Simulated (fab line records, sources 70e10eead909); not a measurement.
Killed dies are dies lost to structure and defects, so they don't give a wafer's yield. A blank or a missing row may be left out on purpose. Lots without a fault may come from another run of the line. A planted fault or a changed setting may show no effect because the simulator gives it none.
Which tool did it? | flow nand_harc | 12 lots, 36 wafers sampled, at 5 steps of a route of 1159

WHAT THE GAUGES READ, wafer by wafer
NHARC_END_WLT_00. Usual: VT_DECK1_BOTTOM 0.869, standard deviation 0.0084; VT_DECK1_BOTTOM_INNER 0.869, standard deviation 0.0075; VT_DECK1_MEDIAN_NEAR_BOTTOM 0.869, standard deviation 0.0081; VT_DECK1_MEDIAN_NEAR_BOTTOM_INNER 0.869, standard deviation 0.0084; VT_DECK1_MIDDLE 0.883, standard deviation 0.0075; VT_DECK1_MIDDLE_INNER 0.883, standard deviation 0.0072; VT_DECK1_TOP 0.895, standard deviation 0.0076; VT_DECK1_TOP_INNER 0.895, standard deviation 0.0081.
lot  | measured     | on        | VT_DECK1_BOTTOM   | VT_DECK1_BOTTOM_INNER | VT_DECK1_MEDIAN_NEAR_BOTTOM | VT_DECK1_MEDIAN_NEAR_BOTTOM_INNER | VT_DECK1_MIDDLE   | VT_DECK1_MIDDLE_INNER | VT_DECK1_TOP      | VT_DECK1_TOP_INNER | flag
L335 | day 19 09:20 | prober-02 | 0.857 0.863 0.870 | 0.869 0.859 0.864     | 0.867 0.869 0.867           | 0.864 0.881 0.865                 | 0.883 0.878 0.882 | 0.879 0.882 0.879     | 0.887 0.897 0.889 | 0.891 0.894 0.892  |
L337 | day 19 08:50 | prober-01 | 0.867 0.869 0.870 | 0.861 0.873 0.870     | 0.872 0.862 0.868           | 0.874 0.868 0.863                 | 0.879 0.881 0.886 | 0.871 0.879 0.878     | 0.892 0.889 0.889 | 0.894 0.894 0.892  |
L339 | day 20 06:52 | prober-01 | 0.871 0.867 0.866 | 0.868 0.859 0.861     | 0.867 0.858 0.865           | 0.867 0.864 0.861                 | 0.883 0.885 0.881 | 0.877 0.880 0.879     | 0.888 0.903 0.901 | 0.894 0.897 0.898  |
L341 | day 20 08:13 | prober-02 | 0.890 0.876 0.881 | 0.883 0.872 0.868     | 0.891 0.882 0.877           | 0.874 0.875 0.877                 | 0.898 0.888 0.888 | 0.899 0.892 0.889     | 0.909 0.907 0.912 | 0.910 0.904 0.906  |
L342 | day 20 16:42 | prober-01 | 0.878 0.883 0.882 | 0.884 0.882 0.878     | 0.876 0.875 0.880           | 0.875 0.884 0.877                 | 0.893 0.895 0.896 | 0.888 0.896 0.884     | 0.897 0.897 0.893 | 0.904 0.902 0.893  |
L345 | day 21 09:28 | prober-01 | 0.850 0.860 0.847 | 0.851 0.868 0.863     | 0.854 0.859 0.850           | 0.854 0.870 0.858                 | 0.871 0.876 0.867 | 0.873 0.877 0.877     | 0.885 0.884 0.887 | 0.888 0.882 0.885  |
L344 | day 21 18:16 | prober-01 | 0.858 0.877 0.868 | 0.858 0.873 0.857     | 0.865 0.872 0.864           | 0.860 0.876 0.861                 | 0.872 0.888 0.883 | 0.882 0.895 0.879     | 0.898 0.894 0.899 | 0.893 0.893 0.895  |
L348 | day 22 01:33 | prober-01 | 0.866 0.861 0.854 | 0.854 0.862 0.850     | 0.857 0.864 0.860           | 0.863 0.862 0.866                 | 0.869 0.867 0.866 | 0.874 0.880 0.869     | 0.887 0.886 0.883 | 0.887 0.890 0.871  |
L347 | day 22 03:32 | prober-02 | 0.870 0.867 0.864 | 0.878 0.873 0.870     | 0.875 0.869 0.874           | 0.881 0.870 0.872                 | 0.891 0.888 0.892 | 0.894 0.889 0.893     | 0.904 0.908 0.902 | 0.908 0.904 0.904  |
L346 | day 22 10:46 | prober-02 | 0.879 0.865 0.879 | 0.871 0.859 0.880     | 0.867 0.870 0.870           | 0.870 0.864 0.869                 | 0.890 0.876 0.874 | 0.880 0.883 0.878     | 0.902 0.888 0.894 | 0.890 0.888 0.892  |
L353 | day 23 17:56 | prober-02 | 0.879 0.878 0.872 | 0.881 0.874 0.875     | 0.874 0.876 0.867           | 0.878 0.882 0.877                 | 0.897 0.898 0.884 | 0.888 0.890 0.892     | 0.899 0.905 0.903 | 0.905 0.906 0.908  |
L358 | day 24 14:54 | prober-02 | 0.867 0.870 0.871 | 0.867 0.870 0.875     | 0.870 0.875 0.872           | 0.872 0.872 0.870                 | 0.876 0.883 0.884 | 0.885 0.880 0.886     | 0.892 0.893 0.896 | 0.899 0.905 0.895  |

NHARC_END_SORT_01. Usual: killed_at_array 28, standard deviation 11; killed_at_other 0.7, standard deviation 1.1; killed_at_periphery 2.9, standard deviation 2; killed_dies 32, standard deviation 11; killed_open 3.2, standard deviation 1.8; killed_short 2.0, standard deviation 1.4.
lot  | measured     | on        | killed_at_array | killed_at_other | killed_at_periphery | killed_dies | killed_open | killed_short | flag
L347 | day 22 06:47 | prober-02 | 10 69 11        | 0 0 0           | 3 1 1               | 13 70 12    | 2 2 2       | 1 2 1        |
L346 | day 22 13:45 | prober-02 | 30 77 36        | 2 2 4           | 4 3 4               | 36 82 44    | 3 1 3       | 2 1 1        |

WHICH TOOL RAN EACH LOT (tool, then ch and the chambers of the sampled wafers, then the start)
lot  | NHARC_A_CONTACT_ETCH_127             | NHARC_A_BONDPAD_DESCUM_11          | NHARC_THIN_TSV_STRIP_62
L335 | har_cap_etch-03 ch 0,1, day 16 17:45 | rie_diel-09 ch 0,2, day 17 23:20   | plasma_asher-02 ch 0,1, day 19 00:26
L337 | har_cap_etch-01 ch 0,1, day 16 19:20 | rie_diel-08 ch 0,1,2, day 18 01:20 | plasma_asher-02 ch 0,1, day 18 23:10
L339 | har_cap_etch-01 ch 0,1, day 17 15:14 | rie_diel-04 ch 0,2, day 18 22:05   | plasma_asher-01 ch 0,1, day 19 19:19
L341 | har_cap_etch-03 ch 0,1, day 17 21:28 | rie_diel-04 ch 0,1, day 19 02:53   | plasma_asher-02 ch 0,1, day 19 20:23
L342 | har_cap_etch-01 ch 0,1, day 18 09:19 | rie_diel-09 ch 0,1,3, day 19 13:29 | plasma_asher-02 ch 0,1, day 20 07:08
L345 | har_cap_etch-01 ch 0,1, day 19 01:22 | rie_diel-09 ch 0,2,3, day 20 08:48 | plasma_asher-02 ch 0,1, day 21 02:37
L344 | har_cap_etch-03 ch 0,1, day 19 02:51 | rie_diel-09 ch 0,1,2, day 20 09:16 | plasma_asher-02 ch 0,1, day 21 04:12
L348 | har_cap_etch-03 ch 0,1, day 19 11:53 | rie_diel-08 ch 0,1,3, day 20 14:06 | plasma_asher-01 ch 0,1, day 21 11:48
L347 | har_cap_etch-01 ch 0,1, day 19 15:52 | rie_diel-09 ch 0,3, day 20 16:32   | plasma_asher-02 ch 0,1, day 21 12:36
L346 | har_cap_etch-01 ch 0,1, day 20 01:59 | rie_diel-04 ch 0,1,3, day 21 03:50 | plasma_asher-02 ch 0,1, day 22 01:53
L353 | har_cap_etch-03 ch 0,1, day 21 05:51 | rie_diel-09 ch 0,1,3, day 22 13:50 | plasma_asher-01 ch 0,1, day 23 08:29
L358 | har_cap_etch-02 ch 0,1, day 22 08:40 | rie_diel-09 ch 1,2,3, day 23 12:02 | plasma_asher-01 ch 0,1, day 24 05:38
- NHARC_A_CONTACT_ETCH_127: etches the open film in C4F8/O2/Ar, time 155 s, target depth 956 nm.
- NHARC_A_BONDPAD_DESCUM_11: chemistry O2, time 3 s.
- NHARC_THIN_TSV_STRIP_62: strips in N2/H2, time 20 s.

WHAT THE TOOLS THEMSELVES READ (means of the sampled wafers that have a number; where no wafer has one, the mark that the record gives instead)
NHARC_A_BONDPAD_DESCUM_11. Usual: drypump_motor_current_A 5.8 A, standard deviation 0.42; oes_product_au 0.996 a.u., standard deviation 0.011; rf_vpp_V 57.8 V, standard deviation 0.82; showerhead_plenum_p_Torr 1.91 Torr, standard deviation 0.069; throttle_valve_pct 11.312 %, standard deviation 0.0093.
lot  | tool        | drypump_motor_current_A (A) | oes_product_au (a.u.) | rf_vpp_V (V) | showerhead_plenum_p_Torr (Torr) | throttle_valve_pct (%) | flag
L335 | rie_diel-09 | 5.8                         | 0.995                 | 57.3         | 1.91                            | 11.310                 |
L337 | rie_diel-08 | 5.8                         | 0.997                 | 57.4         | 1.91                            | 11.318                 |
L339 | rie_diel-04 | 5.6                         | 1.001                 | 58.5         | 2.01                            | 11.312                 |
L341 | rie_diel-04 | 5.6                         | 0.991                 | 58.2         | 1.92                            | 11.310                 |
L342 | rie_diel-09 | 6.0                         | 0.988                 | 57.6         | 1.93                            | 11.309                 |
L345 | rie_diel-09 | 6.0                         | 1.000                 | 57.1         | 1.92                            | 11.313                 |
L344 | rie_diel-09 | 5.8                         | 0.983                 | 57.6         | 1.91                            | 11.316                 |
L348 | rie_diel-08 | 6.2                         | 1.007                 | 57.0         | 1.84                            | 11.315                 |
L347 | rie_diel-09 | 6.3                         | 1.005                 | 58.2         | 1.94                            | 11.308                 |
L346 | rie_diel-04 | 5.7                         | 0.992                 | 58.3         | 1.93                            | 11.298                 |
L353 | rie_diel-09 | 6.0                         | 0.992                 | 58.0         | 1.92                            | 11.313                 |
L358 | rie_diel-09 | 5.7                         | 0.993                 | 57.9         | 1.87                            | 11.308                 |

NHARC_THIN_TSV_STRIP_62. Usual: drypump_motor_current_A 5.77 A, standard deviation 0.051; heater_power_w 339 W, standard deviation 25.
lot  | tool            | drypump_motor_current_A (A) | heater_power_w (W) | flag
L335 | plasma_asher-02 | 5.82                        | 321                |
L337 | plasma_asher-02 | 5.81                        | 321                |
L339 | plasma_asher-01 | 5.72                        | 352                |
L341 | plasma_asher-02 | 5.77                        | 344                |
L342 | plasma_asher-02 | 5.76                        | 337                |
L345 | plasma_asher-02 | 5.76                        | 338                |
L344 | plasma_asher-02 | 5.80                        | 322                |
L348 | plasma_asher-01 | 5.76                        | 342                |
L347 | plasma_asher-02 | 5.77                        | 338                |
L346 | plasma_asher-02 | 5.80                        | 321                |
L353 | plasma_asher-01 | 5.74                        | 355                |
L358 | plasma_asher-01 | 5.76                        | 345                |

THE ANSWER, worked out from the rows above alone
Rule: a lot is off if the mean of its wafers that have a number lies more than 3 standard deviations from the usual mean. A lot without any number at a reading at which 4 lots or more have one is off too. The other lots that the step has rows for count as sound. The gauges are gone through in route order, then the tools' own readings, and for those a lot's mean is taken as printed above. The first step at which some lot is off is used, and at that step the reading that is off furthest; a lot without a number counts as furthest.
No lot is off at any reading shown: from this, nothing can be told.

WHAT THE SIMULATOR HAD PUT IN
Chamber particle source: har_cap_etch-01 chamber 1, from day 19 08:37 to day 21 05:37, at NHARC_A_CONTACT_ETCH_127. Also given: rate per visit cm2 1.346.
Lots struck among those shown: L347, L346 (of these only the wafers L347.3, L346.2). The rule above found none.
